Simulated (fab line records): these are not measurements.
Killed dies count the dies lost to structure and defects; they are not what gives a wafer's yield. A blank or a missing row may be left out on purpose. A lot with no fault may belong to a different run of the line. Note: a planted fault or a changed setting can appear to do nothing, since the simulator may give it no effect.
fab line records	flow n5-finfet
[record] lots = 7	wafers = 21
route steps=1938 shown BEOL_M13@1696 BEOL_M14@1742 MIM_BOT@1833 MIM_BOT_ETCH@1866
start-h: hours from the record's first day to the start of the lot's first wafer shown	wait-h: hours from the lot's prior step to this one	" identical to the entry in the row above	L1.1+2: several wafers, shown together as one row	- value missing, or start not given	* or withheld: withheld	< > ~ a bound
route shown NAME@n: a module of which the file shows steps, and the number in the route of the first	usual: mean/standard deviation taken from wafers without a fault	same: alike in all rows	chamber/n: place in a boat	sites: the reading at each site	_std_site: the standard deviation of these	_edge_site: mean of outer sites minus mean of inner sites	radius-mm: how far each site lies from the wafer's centre	mask NAME#n: copy n	behind: the last tool/chamber to shape the wafer	hold: reason for holding the lot/hours on hold/outcome of the hold	device: transistor that didn't switch, given as n, p or np	end of line: the same wafers' tests at the end of the route	a step given without rows: its recipe and nothing more	killed: not the wafer's yield, but the dies lost to structure and defects at the first sort	map: shows each die of a wafer: x if killed, . if not, _ if none is there
set.NAME: the setting as run; set.NAME@STEP: as run at that earlier step	model.NAME: the simulator's own value behind a step, which no gauge read
lots run with intentionally changed settings; tables by step, rows by wafer
[[steps]]
[step N5_BEOL_M13_TRENCH_ETCH_34]
[recipe] chemistry = C4F8/O2/Ar	target = SiOC	target-depth-a = 4134.7	mask-material = SOC	pressure-mtorr = 30	source-w = 3000	bias-w = 700	Ar_flow_sccm = 400	C4F8_flow_sccm = 15	O2_flow_sccm = 8	he-inner-torr = 15	he-outer-torr = 30	time-s = 162.6	ion-energy-ev = 250
lot.wafer	tool	chamber	start-h	wait-h	set.time-s	model.etch.depth-nm
L076.1	rie-diel-05	2	282.04	0.0	141.5	364.7
L076.2	"	1	"	"	141.5	356
L076.5	"	2	"	"	162.6	421.3
L080.3	rie-diel-02	0	295.58	0.0	162.6	409.3
L080.5	"	3	"	"	162.6	416.9
L080.6	"	0	"	"	162.6	401.1
L088.2	rie-diel-05	3	328.98	0.0	162.6	427.9
L088.5	"	1	"	"	185.4	473.4
L088.6	"	2	"	"	162.6	422
L089.2	rie-diel-02	1	354.37	0.0	162.6	422
L089.5	"	0	"	"	162.6	401.9
L089.6	"	1	"	"	162.6	423.6
L092.1	rie-diel-02	1	358.62	0.0	162.6	424.8
L092.3	"	0	"	"	152.1	378.4
L092.4	"	1	"	"	152.1	394.7
L095.1	rie-diel-04	1	381.03	0.0	162.6	416.4
L095.4	"	3	"	"	162.6	417
L095.6	"	0	"	"	162.6	419.9
L097.2	rie-diel-05	2	408.38	0.0	162.6	413
L097.3	"	1	"	"	162.6	409.8
L097.6	"	0	"	"	162.6	409.2
[step N5_BEOL_M13_STRIP_70]
[recipe] chemistry = C4F8/O2/Ar	resist = SiARC	rf-frequency-hz = 6e+07
[step N5_BEOL_M13_OCD_MEAS_35]
[usual] trench-depth-nm = 417/6.4
lot.wafer	tool	chamber	start-h	wait-h	set.time-s@BEOL_M13_TRENCH_ETCH_34	trench-depth-nm
L076.1	ocd-01	-	282.21	0.0	141.5	364
L076.2	"	-	"	"	141.5	356
L076.5	"	-	"	"	162.6	421
L080.3	ocd-01	-	295.76	0.0	162.6	409
L080.5	"	-	"	"	162.6	417
L080.6	"	-	"	"	162.6	401
L088.2	ocd-02	-	329.16	0.0	162.6	428
L088.5	"	-	"	"	185.4	474
L088.6	"	-	"	"	162.6	422
L089.2	ocd-02	-	354.55	0.0	162.6	422
L089.5	"	-	"	"	162.6	402
L089.6	"	-	"	"	162.6	423
L092.1	ocd-01	-	358.80	0.0	162.6	424
L092.3	"	-	"	"	152.1	379
L092.4	"	-	"	"	152.1	395
L095.1	ocd-01	-	381.21	0.0	162.6	417
L095.4	"	-	"	"	162.6	417
L095.6	"	-	"	"	162.6	420
L097.2	ocd-01	-	408.56	0.0	162.6	413
L097.3	"	-	"	"	162.6	410
L097.6	"	-	"	"	162.6	409
[step N5_BEOL_M13_STRIP_37]
[recipe] chemistry = N2/H2	power-w = 1000	temp-c = 250	h2-frac = 0.65	overash-fraction = 0.3	pressure-mtorr = withheld	n2-flow-sccm = 1750	h2-flow-sccm = 3250
[step N5_BEOL_M13_ETCH_38]
[recipe] chemistry = CF4/N2	target = SiCN	target-depth-a = 675	taper-deg = 2	time-s = 71.9	ion-energy-ev = 150	mask-material = SiO2	pressure-mtorr = 40	source-w = 430	bias-w = 70	Ar_flow_sccm = 100	cf4-flow-sccm = 60	n2-flow-sccm = 60
[step N5_BEOL_M13_ECD_47]
[recipe] material = Cu	target-thk-a = 9360
[step N5_BEOL_M13_ANNEAL_48]
[recipe] temp-c = 225	time-s = 90	ambient = N2
[step N5_BEOL_M13_CMP_49]
[recipe] stop-on = SiOC	t-overpolish-s = 17.1	down-force-psi = 1	platen-rpm = 50	clearing-platen-down-force-psi = 1.5	clearing-platen-rpm = 50	post-cmp-clean = cu-alkaline	target-thk-nm = 420	clearing-platen-pad-velocity-m-s = 0.99484	pad-velocity-m-s = 0.99484
lot.wafer	tool	chamber	start-h	wait-h	set.time-s@BEOL_M13_TRENCH_ETCH_34	model.Cu_of_BEOL_M13_ECD_47.thk-nm
L076.1	cmp-01	3	285.65	0.3	141.5	371.2
L076.2	"	0	"	"	141.5	361.6
L076.5	"	2	"	"	162.6	425.8
L080.3	cmp-02	1	298.87	0.2	162.6	415.2
L080.5	"	3	"	"	162.6	420.6
L080.6	"	0	"	"	162.6	405.4
L088.2	cmp-01	3	332.56	0.3	162.6	434
L088.5	"	1	"	"	185.4	480.2
L088.6	"	2	"	"	162.6	428.2
L089.2+6	cmp-02	0,3	356.82	0.2	162.6	429
L089.5	"	0	"	"	162.6	408.6
L092.1	cmp-01	0	360.33	0.3	162.6	431.8
L092.4	"	2	"	"	152.1	401.2
L092.3	"	3	"	"	152.1	385
L095.4	cmp-01	3	383.77	0.2	162.6	424.6
L095.1	"	0	"	"	162.6	421.4
L095.6	"	2	"	"	162.6	427.6
L097.3	cmp-04	2	412.33	0.3	162.6	417.8
L097.2	"	0	"	"	162.6	420
L097.6	"	2	"	"	162.6	418.2
[step N5_BEOL_M13_THK_MEAS_50]
[recipe] thk-meas-gauge = xrf	reads = Cu_of_BEOL_M13_ECD_47
[usual] M13_THK = 423/7.5
lot.wafer	tool	chamber	start-h	wait-h	set.time-s@BEOL_M13_TRENCH_ETCH_34	M13_THK[nm]
L076.1	film-metro-02	-	285.87	-	141.5	369
L076.2	"	-	"	"	141.5	360
L076.5	"	-	"	"	162.6	424
L080.3	film-metro-01	-	299.09	-	162.6	417
L080.5	"	-	"	"	162.6	421
L080.6	"	-	"	"	162.6	406
L088.2	film-metro-02	-	332.77	-	162.6	431
L088.5	"	-	"	"	185.4	478
L088.6	"	-	"	"	162.6	426
L089.2	film-metro-01	-	357.08	-	162.6	427
L089.5	"	-	"	"	162.6	408
L089.6	"	-	"	"	162.6	432
L092.1	film-metro-02	-	360.62	-	162.6	426
L092.3	"	-	"	"	152.1	379
L092.4	"	-	"	"	152.1	396
L095.1	film-metro-02	-	384.03	-	162.6	424
L095.4	"	-	"	"	162.6	428
L095.6	"	-	"	"	162.6	431
L097.2	film-metro-02	-	412.62	-	162.6	419
L097.3	"	-	"	"	162.6	417
L097.6	"	-	"	"	162.6	417
[step N5_BEOL_M13_PRE_CLEAN_52]
[recipe] gas = NH3	time-s = 15	temp-c = withheld	rf-power-w = 300
[step N5_BEOL_M13_DEP_53]
[recipe] material = SiCN	target-thk-a = 500	temp-c = withheld	precursor = 3MS/NH3	pressure-torr = 3	rf-w = 675	time-s = 17.8
[step N5_BEOL_M13_RS_MEAS_54]
[recipe] thk-meas-gauge = four-point-probe	reads = Cu_of_BEOL_M13_ECD_47+Ta_of_BEOL_M13_SPUTTER_44+TaN_of_BEOL_M13_SPUTTER_43
[usual] M13_RS = 0.0446/0.00072
lot.wafer	tool	chamber	start-h	wait-h	set.time-s@BEOL_M13_TRENCH_ETCH_34	M13_RS[ohm/sq]
L076.1	film-metro-02	-	286.00	0.0	141.5	0.0511
L076.2	"	-	"	"	141.5	0.0525
L076.5	"	-	"	"	162.6	0.0444
L080.3	film-metro-01	-	299.22	0.1	162.6	0.0454
L080.5	"	-	"	"	162.6	0.0449
L080.6	"	-	"	"	162.6	0.0466
L088.2	film-metro-01	-	332.90	0.1	162.6	0.0435
L088.5	"	-	"	"	185.4	0.0391
L088.6	"	-	"	"	162.6	0.0440
L089.2	film-metro-01	-	357.21	0.1	162.6	0.0439
L089.5	"	-	"	"	162.6	0.0462
L089.6	"	-	"	"	162.6	0.0439
L092.1	film-metro-01	-	360.75	0.0	162.6	0.0437
L092.3	"	-	"	"	152.1	0.0493
L092.4	"	-	"	"	152.1	0.0472
L095.1	film-metro-02	-	384.19	0.1	162.6	0.0447
L095.4	"	-	"	"	162.6	0.0444
L095.6	"	-	"	"	162.6	0.0440
L097.2	film-metro-02	-	412.75	0.1	162.6	0.0450
L097.3	"	-	"	"	162.6	0.0452
L097.6	"	-	"	"	162.6	0.0451
[step N5_BEOL_M14_EXPOSE_25]
[recipe] mask-id = M14	na = 0.8	source-shape = annular	sigma-inner = 0.5	sigma-outer = 0.8	polarization = unpolarized	target-cd-nm = 280	dose-mj = 26.6
lot.wafer	tool	chamber	start-h	wait-h	mask	set.dose-mj
L076.1	krf-scanner-01	0	287.49	-	M14#0	25.25
L076.2+5	"	0	"	"	M14#0	26.6
L080.3+6	krf-scanner-02	0	300.80	-	M14#0	28.21
L080.5	"	0	"	"	M14#0	26.6
L088.2	krf-scanner-01	0	334.40	-	M14#0	26.6
L088.5+6	"	0	"	"	M14#0	28.25
L089.2+5+6	krf-scanner-02	0	358.64	-	M14#0	26.6
L092.1+4	krf-scanner-01	0	362.11	-	M14#0	26.6
L092.3	"	0	"	"	M14#0	28.14
L095.1+4	krf-scanner-02	0	385.65	-	M14#0	26.6
L095.6	"	0	"	"	M14#0	24.92
L097.2+3+6	krf-scanner-02	0	414.12	-	M14#0	26.6
[step N5_BEOL_M14_PEB_26]
[recipe] peb-temp-c = 130	peb-time-s = 90
lot.wafer	tool	chamber	start-h	wait-h	set.peb-temp-c
L076.1+5	litho-track-04	0	287.55	0.1	126.9
L076.2	"	0	"	"	130
L080.3+5+6	litho-track-01	0	300.84	0.0	130
L088.2+5+6	litho-track-01	0	334.46	0.0	131.4
L089.2+5+6	litho-track-01	0	358.69	0.0	130
L092.1+3+4	litho-track-01	0	362.17	0.1	130
L095.1+4+6	litho-track-01	0	385.71	0.1	130
L097.2+3	litho-track-01	0	414.17	0.0	130
L097.6	"	0	"	"	126.3
[step N5_BEOL_M14_DEVELOP_27]
[recipe] develop-time-s = 45	rinse-liquid = diw	dry = air-spin	dev-temp-c = 21
[step N5_BEOL_M14_HARDBAKE_32]
[recipe] temp-c = 130	time-s = 120
[step N5_BEOL_M14_CD_MEAS_28]
[recipe] target-cd-nm = 284.4	landing-energy-ev = 500	detector = se-inlens
[usual] cd-nm = 284.4/1.7
lot.wafer	tool	chamber	start-h	wait-h	set.dose-mj@BEOL_M14_EXPOSE_25	set.peb-temp-c@BEOL_M14_PEB_26	cd-nm
L076.1	cd-sem-03	0	287.66	-	25.25	126.9	260.3
L076.2	"	0	"	"	26.6	130	284.1
L076.5	"	0	"	"	26.6	126.9	267.9
L080.3	cd-sem-03	0	300.96	-	28.21	130	291.5
L080.5	"	0	"	"	26.6	130	283.6
L080.6	"	0	"	"	28.21	130	291.1
L088.2	cd-sem-03	0	334.57	-	26.6	131.4	292.6
L088.5	"	0	"	"	28.25	131.4	300.0
L088.6	"	0	"	"	28.25	131.4	301.9
L089.2	cd-sem-02	0	358.81	-	26.6	130	286.7
L089.5	"	0	"	"	26.6	130	284.7
L089.6	"	0	"	"	26.6	130	285.1
L092.1	cd-sem-03	0	362.29	-	26.6	130	280.5
L092.3	"	0	"	"	28.14	130	291.3
L092.4	"	0	"	"	26.6	130	281.8
L095.1	cd-sem-03	0	385.82	-	26.6	130	282.9
L095.4	"	0	"	"	26.6	130	285.3
L095.6	"	0	"	"	24.92	130	273.0
L097.2	cd-sem-01	0	414.29	-	26.6	130	284.4
L097.3	"	0	"	"	26.6	130	283.1
L097.6	"	0	"	"	26.6	126.3	263.0
[step N5_BEOL_M14_DESCUM_33]
[recipe] chemistry = O2	time-s = 7.9	source-power-w = 50	bias-power-w = 20	pressure-mtorr = 20	rf-frequency-hz = 2.712e+07	temp-c = 40	o2-flow-sccm = 225
lot.wafer	tool	chamber	start-h	wait-h	set.dose-mj@BEOL_M14_EXPOSE_25	set.peb-temp-c@BEOL_M14_PEB_26	model.BEOL_M14.cd-nm
L076.1	rie-diel-03	1	287.77	0.0	25.25	126.9	260.2
L076.2	"	3	"	"	26.6	130	284
L076.5	"	1	"	"	26.6	126.9	268
L080.3	rie-diel-01	1	301.04	0.0	28.21	130	291.8
L080.5	"	3	"	"	26.6	130	283.6
L080.6	"	1	"	"	28.21	130	291.4
L088.2	rie-diel-03	0	334.66	0.0	26.6	131.4	292.6
L088.5	"	3	"	"	28.25	131.4	300
L088.6	"	0	"	"	28.25	131.4	302
L089.2	rie-diel-06	3	358.89	0.0	26.6	130	286.6
L089.5	"	2	"	"	26.6	130	284.8
L089.6	"	1	"	"	26.6	130	285.4
L092.1	rie-diel-01	2	362.38	0.0	26.6	130	280.4
L092.3	"	3	"	"	28.14	130	291.6
L092.4	"	3	"	"	26.6	130	282
L095.1	rie-diel-03	3	385.97	0.1	26.6	130	283
L095.4	"	0	"	"	26.6	130	285
L095.6	"	2	"	"	24.92	130	273
L097.2	rie-diel-03	0	414.37	0.0	26.6	130	284.2
L097.3	"	1	"	"	26.6	130	283
L097.6	"	3	"	"	26.6	126.3	262.8
[step N5_BEOL_M14_ETCH_67]
[recipe] chemistry = CF4	target = SiARC	target-depth-a = 1430	time-s = 238.3	ion-energy-ev = 80	pressure-mtorr = 40	source-w = 545	bias-w = 36	Ar_flow_sccm = 100	cf4-flow-sccm = 100	ends = cleared
lot.wafer	tool	chamber	start-h	wait-h	set.dose-mj@BEOL_M14_EXPOSE_25	set.peb-temp-c@BEOL_M14_PEB_26	model.BEOL_M14.cd-nm
L076.1	rie-diel-03	1	287.80	0.0	25.25	126.9	255.8
L076.2	"	3	"	"	26.6	130	280.4
L076.5	"	1	"	"	26.6	126.9	263.6
L080.3	rie-diel-01	1	301.08	0.0	28.21	130	287.2
L080.5	"	3	"	"	26.6	130	279.4
L080.6	"	1	"	"	28.21	130	286.6
L088.2	rie-diel-03	0	334.69	0.0	26.6	131.4	287.8
L088.5	"	3	"	"	28.25	131.4	295.8
L088.6	"	0	"	"	28.25	131.4	297.6
L089.2	rie-diel-06	3	358.93	0.0	26.6	130	282.2
L089.5	"	2	"	"	26.6	130	280.4
L089.6	"	1	"	"	26.6	130	281.4
L092.1	rie-diel-01	2	362.41	0.0	26.6	130	276.4
L092.3	"	3	"	"	28.14	130	287.6
L092.4	"	3	"	"	26.6	130	278
L095.1	rie-diel-03	3	386.01	0.0	26.6	130	278.4
L095.4	"	0	"	"	26.6	130	279.6
L095.6	"	2	"	"	24.92	130	268.4
L097.2	rie-diel-03	0	414.41	0.0	26.6	130	279.6
L097.3	"	1	"	"	26.6	130	278.2
L097.6	"	3	"	"	26.6	126.3	258.6
[step N5_BEOL_M14_ETCH_68]
[recipe] chemistry = N2/H2	target = SOC	mask-material = SiARC	source-w = 3000	bias-w = 350	temp-c = 40	time-s = 450	ion-energy-ev = 200	pressure-mtorr = 30	n2-flow-sccm = 200	h2-flow-sccm = 200
lot.wafer	tool	chamber	start-h	wait-h	set.dose-mj@BEOL_M14_EXPOSE_25	set.peb-temp-c@BEOL_M14_PEB_26	model.BEOL_M14.cd-nm
L076.1	rie-diel-03	1	287.95	0.1	25.25	126.9	254.2
L076.2	"	3	"	"	26.6	130	278.8
L076.5	"	1	"	"	26.6	126.9	263.4
L080.3	rie-diel-01	1	301.23	0.1	28.21	130	288.2
L080.5	"	3	"	"	26.6	130	280
L080.6	"	1	"	"	28.21	130	287.6
L088.2	rie-diel-03	0	334.84	0.1	26.6	131.4	286.6
L088.5	"	3	"	"	28.25	131.4	295.4
L088.6	"	0	"	"	28.25	131.4	297.2
L089.2	rie-diel-06	3	359.08	0.1	26.6	130	281.4
L089.5	"	2	"	"	26.6	130	281
L089.6	"	1	"	"	26.6	130	282.4
L092.1	rie-diel-01	2	362.56	0.1	26.6	130	277.8
L092.3	"	3	"	"	28.14	130	288.2
L092.4	"	3	"	"	26.6	130	279
L095.1	rie-diel-03	3	386.16	0.1	26.6	130	278.6
L095.4	"	0	"	"	26.6	130	281
L095.6	"	2	"	"	24.92	130	267
L097.2	rie-diel-03	0	414.56	0.1	26.6	130	279
L097.3	"	1	"	"	26.6	130	279.6
L097.6	"	3	"	"	26.6	126.3	259.8
[step N5_BEOL_M14_STRIP_69]
[recipe] chemistry = N2/H2	temp-c = 40	n2-flow-sccm = 200	h2-flow-sccm = 200	rf-frequency-hz = 6e+07
[step N5_BEOL_M14_TRENCH_ETCH_34]
[recipe] chemistry = C4F8/O2/Ar	target = SiO2	target-depth-a = 5566.5	mask-material = SOC	he-inner-torr = 15	he-outer-torr = 30	time-s = 126.9	ion-energy-ev = 800	pressure-mtorr = 20	source-w = 1905	bias-w = 2040	Ar_flow_sccm = 400	C4F8_flow_sccm = 16	O2_flow_sccm = 12
lot.wafer	tool	chamber	start-h	wait-h	set.dose-mj@BEOL_M14_EXPOSE_25	set.peb-temp-c@BEOL_M14_PEB_26	model.BEOL_M14.cd-nm
L076.1	rie-diel-03	1	288.22	0.0	25.25	126.9	254.4
L076.2	"	3	"	"	26.6	130	278.6
L076.5	"	1	"	"	26.6	126.9	263.8
L080.3	rie-diel-01	1	301.50	0.0	28.21	130	288.4
L080.5	"	3	"	"	26.6	130	280.2
L080.6	"	1	"	"	28.21	130	287.8
L088.2	rie-diel-03	0	335.11	0.0	26.6	131.4	286
L088.5	"	3	"	"	28.25	131.4	295
L088.6	"	0	"	"	28.25	131.4	296.6
L089.2	rie-diel-06	3	359.35	0.0	26.6	130	281
L089.5	"	2	"	"	26.6	130	280.6
L089.6	"	1	"	"	26.6	130	282.2
L092.1	rie-diel-01	2	362.83	0.0	26.6	130	277.8
L092.3	"	3	"	"	28.14	130	287.8
L092.4	"	3	"	"	26.6	130	278.4
L095.1	rie-diel-03	3	386.43	0.0	26.6	130	278.2
L095.4	"	0	"	"	26.6	130	280.8
L095.6	"	2	"	"	24.92	130	267
L097.2	rie-diel-03	0	414.83	0.0	26.6	130	279
L097.3	"	1	"	"	26.6	130	279.8
L097.6	"	3	"	"	26.6	126.3	259.4
[step N5_BEOL_M14_STRIP_70]
[recipe] chemistry = C4F8/O2/Ar	resist = SiARC	rf-frequency-hz = 6e+07
[step N5_BEOL_M14_STRIP_37]
[recipe] chemistry = O2	power-w = 600	temp-c = 60	pressure-mtorr = 30	rf-frequency-hz = 6e+07	bias-power-w = 0	overash-fraction = 0.3	o2-flow-sccm = 225
[step N5_BEOL_M14_ETCH_38]
[recipe] chemistry = CF4/N2	target = SiCN	target-depth-a = 1065	taper-deg = 2	time-s = 120.6	ion-energy-ev = 150	mask-material = SiO2	pressure-mtorr = 40	source-w = 430	bias-w = 70	Ar_flow_sccm = 100	cf4-flow-sccm = 60	n2-flow-sccm = 60
lot.wafer	tool	chamber	start-h	wait-h	set.dose-mj@BEOL_M14_EXPOSE_25	set.peb-temp-c@BEOL_M14_PEB_26	model.BEOL_M14.cd-nm
L076.1	rie-diel-06	2	-	-	25.25	126.9	254.4
L076.2	"	1	"	"	26.6	130	278.8
L076.5	"	2	"	"	26.6	126.9	263.8
L080.3	rie-diel-01	1	-	-	28.21	130	288.4
L080.5	"	3	"	"	26.6	130	280.2
L080.6	"	0	"	"	28.21	130	287.8
L088.2	rie-diel-01	1	-	-	26.6	131.4	285.8
L088.5	"	1	"	"	28.25	131.4	295
L088.6	"	2	"	"	28.25	131.4	296.8
L089.2	rie-diel-03	3	-	-	26.6	130	281
L089.5	"	3	"	"	26.6	130	280.6
L089.6	"	0	"	"	26.6	130	282.4
L092.1	rie-diel-01	0	-	-	26.6	130	278
L092.3	"	2	"	"	28.14	130	288
L092.4	"	3	"	"	26.6	130	278.4
L095.1	rie-diel-01	2	-	-	26.6	130	278.2
L095.4	"	3	"	"	26.6	130	280.6
L095.6	"	1	"	"	24.92	130	266.8
L097.2	rie-diel-01	3	-	-	26.6	130	279
L097.3	"	1	"	"	26.6	130	279.6
L097.6	"	2	"	"	26.6	126.3	259.4
[step N5_MIM_BOT_SPUTTER_00]
[recipe] material = TiN	target-thk-a = 350	temp-c = 200	power-w = 3000	chamber-pressure-pa = 0.49996	gas = Ar	reactive-partial-pa = 0.37997	time-s = 89.7
lot.wafer	tool	chamber	start-h	wait-h	set.time-s	model.TiN_of_MIM_BOT_SPUTTER_00.thk-nm
L076.1	pvd-sputter-02	-	303.83	0.0	89.7	35.2
L076.2+5	"	-	"	"	89.7	35
L080.3	pvd-sputter-03	-	316.97	0.0	89.7	35.4
L080.5	"	-	"	"	89.7	35
L080.6	"	-	"	"	98.99	38.4
L088.2	pvd-sputter-01	-	349.46	0.0	97.57	38.4
L088.5	"	-	"	"	89.7	35.8
L088.6	"	-	"	"	97.57	38.2
L089.2	pvd-sputter-01	-	371.52	0.0	89.7	35.6
L089.5	"	-	"	"	89.7	35.4
L089.6	"	-	"	"	89.7	35.8
L092.1	pvd-sputter-03	-	374.19	0.0	100.2	39.2
L092.3	"	-	"	"	89.7	35.4
L092.4	"	-	"	"	100.2	38.8
L095.1	pvd-sputter-03	-	404.37	0.0	89.7	34.6
L095.4	"	-	"	"	100.4	39.4
L095.6	"	-	"	"	100.4	39
L097.2+3	pvd-sputter-01	-	425.10	0.0	89.7	35.6
L097.6	"	-	"	"	89.7	35.4
[step N5_MIM_BOT_ETCH_ETCH_04]
[recipe] chemistry = CF4/O2	target = SiNx	target-depth-a = 260	time-s = 13	ion-energy-ev = 100	pressure-mtorr = 40	source-w = 535	bias-w = 49	Ar_flow_sccm = 100	cf4-flow-sccm = 100	O2_flow_sccm = 10
lot.wafer	tool	chamber	start-h	wait-h	set.time-s	model.etch.depth-nm
L076.1	rie-diel-06	3	306.50	0.0	13	25.97
L076.2	"	0	"	"	13	25.37
L076.5	"	1	"	"	13	26.2
L080.3	rie-diel-01	3	319.00	0.0	13	25.96
L080.5	"	0	"	"	13	25.1
L080.6	"	1	"	"	11.99	24.43
L088.2	rie-diel-03	2	352.00	0.0	13	26.11
L088.5	"	3	"	"	13	25.09
L088.6	"	2	"	"	13	26.36
L089.2	rie-diel-06	2	374.07	0.0	13	25.89
L089.5	"	1	"	"	13	25.92
L089.6	"	0	"	"	13	24.88
L092.1	rie-diel-06	1	376.89	0.0	12.18	24.18
L092.3	"	0	"	"	12.18	23.32
L092.4	"	3	"	"	12.18	24.02
L095.1	rie-diel-01	2	408.91	0.0	13	25.2
L095.4	"	0	"	"	11.66	23.01
L095.6	"	3	"	"	11.66	22.59
L097.2	rie-diel-06	2	427.38	0.0	10.13	20.21
L097.3	"	0	"	"	13	25.5
L097.6	"	2	"	"	10.13	20.15
[[key]]
[split] step = N5_BEOL_M13_TRENCH_ETCH_34	setting = time-s	stated = 162.6	by = wafer
[response] step = N5_BEOL_M13_TRENCH_ETCH_34	reading = model.etch.depth-nm	change = +4.22	per = 1%	r = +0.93
[response] step = N5_BEOL_M13_OCD_MEAS_35	reading = trench-depth-nm	change = +4.23	per = 1%	r = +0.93
[response] step = N5_BEOL_M13_CMP_49	reading = model.Cu_of_BEOL_M13_ECD_47.thk-nm	change = +4.2	per = 1%	r = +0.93
[response] step = N5_BEOL_M13_THK_MEAS_50	reading = M13_THK	change = +4.22	per = 1%	r = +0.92
[response] step = N5_BEOL_M13_RS_MEAS_54	reading = M13_RS	change = -0.000467	per = 1%	r = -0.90
[split] step = N5_BEOL_M14_EXPOSE_25	setting = dose-mj	stated = 26.6	by = wafer
[response] step = N5_BEOL_M14_CD_MEAS_28	reading = cd-nm	slope = +1.52	per = 1%	together-with = peb-temp-c@BEOL_M14_PEB_26	explained = 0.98
[response] step = N5_BEOL_M14_DESCUM_33	reading = model.BEOL_M14.cd-nm	slope = +1.54	per = 1%	together-with = peb-temp-c@BEOL_M14_PEB_26	explained = 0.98
[response] step = N5_BEOL_M14_ETCH_67	reading = model.BEOL_M14.cd-nm	slope = +1.53	per = 1%	together-with = peb-temp-c@BEOL_M14_PEB_26	explained = 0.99
[response] step = N5_BEOL_M14_ETCH_68	reading = model.BEOL_M14.cd-nm	slope = +1.67	per = 1%	together-with = peb-temp-c@BEOL_M14_PEB_26	explained = 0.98
[response] step = N5_BEOL_M14_TRENCH_ETCH_34	reading = model.BEOL_M14.cd-nm	slope = +1.65	per = 1%	together-with = peb-temp-c@BEOL_M14_PEB_26	explained = 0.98
[response] step = N5_BEOL_M14_ETCH_38	reading = model.BEOL_M14.cd-nm	slope = +1.67	per = 1%	together-with = peb-temp-c@BEOL_M14_PEB_26	explained = 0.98
[split] step = N5_BEOL_M14_PEB_26	setting = peb-temp-c	stated = 130	by = wafer
[response] step = N5_BEOL_M14_CD_MEAS_28	reading = cd-nm	slope = +7.08	per = 1%	together-with = dose-mj@BEOL_M14_EXPOSE_25	explained = 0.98
[response] step = N5_BEOL_M14_DESCUM_33	reading = model.BEOL_M14.cd-nm	slope = +7.06	per = 1%	together-with = dose-mj@BEOL_M14_EXPOSE_25	explained = 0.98
[response] step = N5_BEOL_M14_ETCH_67	reading = model.BEOL_M14.cd-nm	slope = +7.1	per = 1%	together-with = dose-mj@BEOL_M14_EXPOSE_25	explained = 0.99
[response] step = N5_BEOL_M14_ETCH_68	reading = model.BEOL_M14.cd-nm	slope = +6.75	per = 1%	together-with = dose-mj@BEOL_M14_EXPOSE_25	explained = 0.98
[response] step = N5_BEOL_M14_TRENCH_ETCH_34	reading = model.BEOL_M14.cd-nm	slope = +6.78	per = 1%	together-with = dose-mj@BEOL_M14_EXPOSE_25	explained = 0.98
[response] step = N5_BEOL_M14_ETCH_38	reading = model.BEOL_M14.cd-nm	slope = +6.78	per = 1%	together-with = dose-mj@BEOL_M14_EXPOSE_25	explained = 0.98
[split] step = N5_MIM_BOT_SPUTTER_00	setting = time-s	stated = 89.7	by = wafer
[response] step = N5_MIM_BOT_SPUTTER_00	reading = model.TiN_of_MIM_BOT_SPUTTER_00.thk-nm	change = +0.328	per = 1%	r = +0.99
[split] step = N5_MIM_BOT_ETCH_ETCH_04	setting = time-s	stated = 13	by = wafer
[response] step = N5_MIM_BOT_ETCH_ETCH_04	reading = model.etch.depth-nm	change = +0.23	per = 1%	r = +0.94
